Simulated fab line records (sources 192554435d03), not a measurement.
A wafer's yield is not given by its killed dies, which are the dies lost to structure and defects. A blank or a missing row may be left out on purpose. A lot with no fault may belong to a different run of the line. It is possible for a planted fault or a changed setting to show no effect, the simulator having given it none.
2 desks looking at one fault :: flow n5-finfet :: each desk has only its own numbers; what lay behind them comes last

## METROLOGY DESK
What the gauges read for every lot (on any tool): the sampled wafers with a number, averaged. A lot is out of limits, marked OUT, if its mean lies more than 4 standard deviations from the usual mean; the brackets give that distance. Only the readings that lie furthest out on some lot appear, 7 of the 10 it has.
Columns: A = IOFF_N at N5_BEOL_M4_RC_MEAS_101, usual 0.16 nA/um; B = IOFF_P at N5_BEOL_M4_RC_MEAS_101, usual 0.21 nA/um; C = ION_N at N5_BEOL_M4_RC_MEAS_101, usual 675 uA/um; D = SS_N at N5_BEOL_M4_RC_MEAS_101, usual 71.6 mV/dec; E = SS_P at N5_BEOL_M4_RC_MEAS_101, usual 73.3 mV/dec; F = VT_N at N5_BEOL_M4_RC_MEAS_101, usual 250 mV; G = VT_P at N5_BEOL_M4_RC_MEAS_101, usual -251 mV
lot: L292
first seen here: day 8 20:47
A: 0.13
B: 0.18
C: 665
D: 71.2
E: 73.2
F: 251
G: -253

lot: L297
first seen here: day 10 01:41
A: 0.22
B: 0.27
C: 690
D: 72.1
E: 73.8
F: 244
G: -247

lot: L296
first seen here: day 10 01:47
A: 0.15
B: 0.17
C: 672
D: 71.6
E: 73.0
F: 250
G: -255

lot: L299
first seen here: day 10 11:44
A: 0.13
B: 0.20
C: 670
D: 70.8
E: 72.7
F: 251
G: -250

lot: L300
first seen here: day 10 18:38
A: 0.19
B: 0.22
C: 687
D: 71.9
E: 73.7
F: 248
G: -252

lot: L309
first seen here: day 12 11:17
A: 0.18
B: 0.25
C: 679
D: 72.1
E: 73.5
F: 249
G: -248

lot: L310
first seen here: day 13 21:14
A: 0.19
B: 0.24
C: 680
D: 72.0
E: 74.3
F: 249
G: -247

lot: L312
first seen here: day 13 23:46
A: 0.19
B: 0.24
C: 685
D: 71.6
E: 73.1
F: 247
G: -248

lot: L311
first seen here: day 14 02:49
A: 0.16
B: 0.19
C: 676
D: 71.4
E: 73.1
F: 249
G: -253
This desk's finding: nothing out of limits on any of the 9 lots.

## TOOL OWNER'S DESK, rie-diel-01
The tool's own readings at N5_FIN_SAQP_HM_OPEN_33 (chemistry CH3F/O2, target SiNx, target depth 49.4 nm, time 70.6 s): means of the sampled wafers that have a number, for each lot that ran on this tool. A lot is out of limits, marked OUT, if its mean lies more than 4 standard deviations from the usual mean; the brackets give that distance.
Columns: A = drypump-motor-current-A at N5_FIN_SAQP_HM_OPEN_33, usual 5.7 A; B = etch-rf-on-time-s at N5_FIN_SAQP_HM_OPEN_33, usual 69.1 s; C = oes-product-au at N5_FIN_SAQP_HM_OPEN_33, usual 0.70 a.u.; D = rf-vpp-V at N5_FIN_SAQP_HM_OPEN_33, usual 298 V; E = showerhead-plenum-p-Torr at N5_FIN_SAQP_HM_OPEN_33, usual 1.98 Torr; F = throttle-valve-pct at N5_FIN_SAQP_HM_OPEN_33, usual 16.27 %
lot: L297
first seen here: day 3 20:31
A: 5.8
B: 67.7
C: 0.69
D: 296
E: 1.93
F: 16.34

lot: L300
first seen here: day 4 17:19
A: 6.2
B: 68.9
C: 0.72
D: 299
E: 1.95
F: 16.23

lot: L309
first seen here: day 6 20:01
A: 5.8
B: 83.6 (+11) OUT
C: 0.62
D: 299
E: 1.99
F: 16.29

lot: L310
first seen here: day 7 01:45
A: 5.8
B: 80.2 (+8.6) OUT
C: 0.59
D: 301
E: 1.92
F: 16.38
This desk finds L309, L310 out of limits, L309 being first, at day 6 20:01 (etch-rf-on-time-s at N5_FIN_SAQP_HM_OPEN_33). L297, L300 stayed within limits.

## PUT TOGETHER
The tool owner's desk could have raised an alarm at day 6 20:01, on L309, L310.
Nothing out of limits was seen by the metrology desk.
The metrology desk has L309, L310 on record, within its limits.
Every lot named ran N5_FIN_SAQP_HM_OPEN_33 on rie-diel-01.

## WHAT HAD BEEN PUT IN BY THE SIMULATOR
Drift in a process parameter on rie-diel-01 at N5_FIN_SAQP_HM_OPEN_33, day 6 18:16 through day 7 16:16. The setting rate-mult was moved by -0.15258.
Struck lots among those shown: L309, L310.
Hours from the fault's start to each desk's first reading out of limits: the tool owner's desk, 2.
